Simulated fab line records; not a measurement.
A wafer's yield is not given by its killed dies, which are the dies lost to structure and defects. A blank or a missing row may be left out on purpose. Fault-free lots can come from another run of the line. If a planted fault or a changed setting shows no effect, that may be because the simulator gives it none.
Matching of chambers / flow n5Finfet / N5_BEOL_M2_CMP_52 on cmp-03: 4 sister chambers
The step polishes, stops on SiOC, t overpolish 6.8 s, target thk 40 nm. 8 wafers are shown with their chamber, then 7 later ones without.

== WAFERS WITH THEIR CHAMBER ==
wafer=L088.2; chamber=1; motorCurrentA (A)=6.7; timeToEndpointS (s)=66
wafer=L088.3; chamber=2; motorCurrentA (A)=7.6; timeToEndpointS (s)=66
wafer=L088.4; chamber=0; motorCurrentA (A)=7.4; timeToEndpointS (s)=63
wafer=L089.2; chamber=1; motorCurrentA (A)=6.7; timeToEndpointS (s)=66
wafer=L089.3; chamber=0; motorCurrentA (A)=7.4; timeToEndpointS (s)=62
wafer=L089.4; chamber=3; motorCurrentA (A)=7.5; timeToEndpointS (s)=63
wafer=L087.1; chamber=2; motorCurrentA (A)=7.1; timeToEndpointS (s)=69
wafer=L087.3; chamber=3; motorCurrentA (A)=7.4; timeToEndpointS (s)=65

== WAFERS WITH NO CHAMBER GIVEN ==
wafer=L091.3; motorCurrentA (A)=6.8; timeToEndpointS (s)=65
wafer=L091.4; motorCurrentA (A)=6.5; timeToEndpointS (s)=69
wafer=L094.1; motorCurrentA (A)=7.0; timeToEndpointS (s)=69
wafer=L094.2; motorCurrentA (A)=7.5; timeToEndpointS (s)=64
wafer=L094.4; motorCurrentA (A)=6.1; timeToEndpointS (s)=69
wafer=L095.2; motorCurrentA (A)=6.6; timeToEndpointS (s)=66
wafer=L095.3; motorCurrentA (A)=7.2; timeToEndpointS (s)=62

== WHICH CHAMBER EACH WENT THROUGH ==
wafer=L091.3; from the rows above=1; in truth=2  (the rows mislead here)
wafer=L091.4; from the rows above=1; in truth=1
wafer=L094.1; from the rows above=can't be placed: 2 or 1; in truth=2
wafer=L094.2; from the rows above=can't be placed: 3 or 0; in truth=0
wafer=L094.4; from the rows above=1; in truth=1
wafer=L095.2; from the rows above=1; in truth=1
wafer=L095.3; from the rows above=can't be placed: 0 or 3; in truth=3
Correct placement for 3 of the 7. From these rows, 3 cannot be placed; in 3 the true chamber is one of the candidates. Wrongly placed: 1.
How it was worked out, from the rows above alone: a wafer's distance from a chamber is the root of the sum, over the readings, of the square of ((its reading less the chamber's mean) divided by the reading's scatter). The wafer belongs to the nearest chamber; if the next one is less than 2 further off, it can't be placed. The mean given for a chamber averages the wafers shown for that chamber. The scatter: the root of (the sum of the squares of (reading less its chamber's mean) over the shown wafers, divided by (wafers less chambers)).
